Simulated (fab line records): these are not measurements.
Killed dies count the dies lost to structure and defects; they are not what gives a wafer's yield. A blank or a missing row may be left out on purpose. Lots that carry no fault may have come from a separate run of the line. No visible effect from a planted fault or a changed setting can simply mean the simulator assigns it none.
Check for tools in common	flow nand_harc	9 wafers sampled across 3 lots

## THE REASON FOR OPENING IT
At NHARC_END_SORT_01 the reading killed_at_periphery is flagged on 1 of 3 lots. Fault-free wafers read 3.8, with a standard deviation of 2.8.
Rule: a lot is flagged when every wafer of it that has a number lies more than 4 standard deviations from that mean, or none has a number. The rest of the lots are taken to be sound.

lot	measured	on	killed_at_periphery, wafer by wafer	flag
L667	day 24 23:59	prober-02	608 608 598	FLAGGED
L681	day 30 09:15	prober-01	3 4 5	
L687	day 33 13:15	prober-02	5 4 2	
The numbers of the flagged lots are 604.7 on average: +600.9 against the usual, or +99 or more standard deviations.

## WHICH TOOL RAN EACH LOT
Before the reading, the record contains 4 process steps out of a 1302-step route. Read each cell as the tool, then ch plus the chambers that the sampled wafers visited, then the start.
lot	flag	NHARC_P_ZERO_WELL_ETCH_63	NHARC_P_ZERO_WELL_EXPOSE_21	NHARC_P_ZERO_WELL_DESCUM_39	NHARC_P_STI_DESCUM_14
L667	FLAGGED	rie_si-06 ch 0,1,2, day 2 17:53	krf_scanner-03 ch 0, day 2 18:38	rie_diel-01 ch 0,1,2, day 2 20:36	no row
L681		rie_si-04 ch 1,2, day 8 14:23	krf_scanner-03 ch 0, day 8 15:02	rie_diel-01 ch 1,2,3, day 8 16:54	rie_diel-04 ch 0,2, day 9 11:29
L687		rie_si-06 ch 0,2,3, day 11 01:32	krf_scanner-01 ch 0, day 11 02:17	rie_diel-01 ch 2,3, day 11 04:14	rie_diel-04 ch 0,2, day 11 22:52
These steps, and what they do:
- NHARC_P_ZERO_WELL_ETCH_63: etches the open film in HBr/Cl2, target depth 120 nm, time 40.1 s.
- NHARC_P_ZERO_WELL_EXPOSE_21: exposes mask P NWELL, target cd 720 nm.
- NHARC_P_ZERO_WELL_DESCUM_39: chemistry O2, time 3 s.
- NHARC_P_STI_DESCUM_14: chemistry O2, time 3 s.
- NHARC_END_SORT_01

## FLAGGED AGAINST TOTAL, ONE TOOL AT A TIME (gauges that did the reading follow at the end)
step	tool	lots run	flagged	share of the flagged lots	sound lots run after its first flagged lot
NHARC_P_ZERO_WELL_ETCH_63	rie_si-04	1	0	none	-
NHARC_P_ZERO_WELL_ETCH_63	rie_si-06	2	1	all	1 (L687)
NHARC_P_ZERO_WELL_EXPOSE_21	krf_scanner-01	1	0	none	-
NHARC_P_ZERO_WELL_EXPOSE_21	krf_scanner-03	2	1	all	1 (L681)
NHARC_P_ZERO_WELL_DESCUM_39	rie_diel-01	3	1	all	2 (L681,L687)
NHARC_P_STI_DESCUM_14	rie_diel-04	2	0	none	-
NHARC_END_SORT_01	prober-01	1	0	none	-
NHARC_END_SORT_01	prober-02	2	1	all	1 (L687)

## WHAT THE TABLE PERMITS
4 rows of the table ran every flagged lot: rie_si-06 at NHARC_P_ZERO_WELL_ETCH_63, krf_scanner-03 at NHARC_P_ZERO_WELL_EXPOSE_21, rie_diel-01 at NHARC_P_ZERO_WELL_DESCUM_39, prober-02 at NHARC_END_SORT_01.
- rie_si-06 at NHARC_P_ZERO_WELL_ETCH_63: 1 of its 2 lots flagged. Lots that were sound ran on it after the first flagged one (L687); a persistent fault on the entire tool would not allow that.
- krf_scanner-03 at NHARC_P_ZERO_WELL_EXPOSE_21: 1 of its 2 lots flagged. Lots that were sound ran on it after the first flagged one (L681); a persistent fault on the entire tool would not allow that.
- rie_diel-01 at NHARC_P_ZERO_WELL_DESCUM_39: 1 of its 3 lots flagged. Lots that were sound ran on it after the first flagged one (L681, L687); a persistent fault on the entire tool would not allow that.
- prober-02 at NHARC_END_SORT_01: 1 of its 2 lots flagged. Lots that were sound ran on it after the first flagged one (L687); a persistent fault on the entire tool would not allow that.
None of the table's rows ran every flagged lot and, after the first, no sound lot.

## WHAT WAS PUT IN BY THE SIMULATOR
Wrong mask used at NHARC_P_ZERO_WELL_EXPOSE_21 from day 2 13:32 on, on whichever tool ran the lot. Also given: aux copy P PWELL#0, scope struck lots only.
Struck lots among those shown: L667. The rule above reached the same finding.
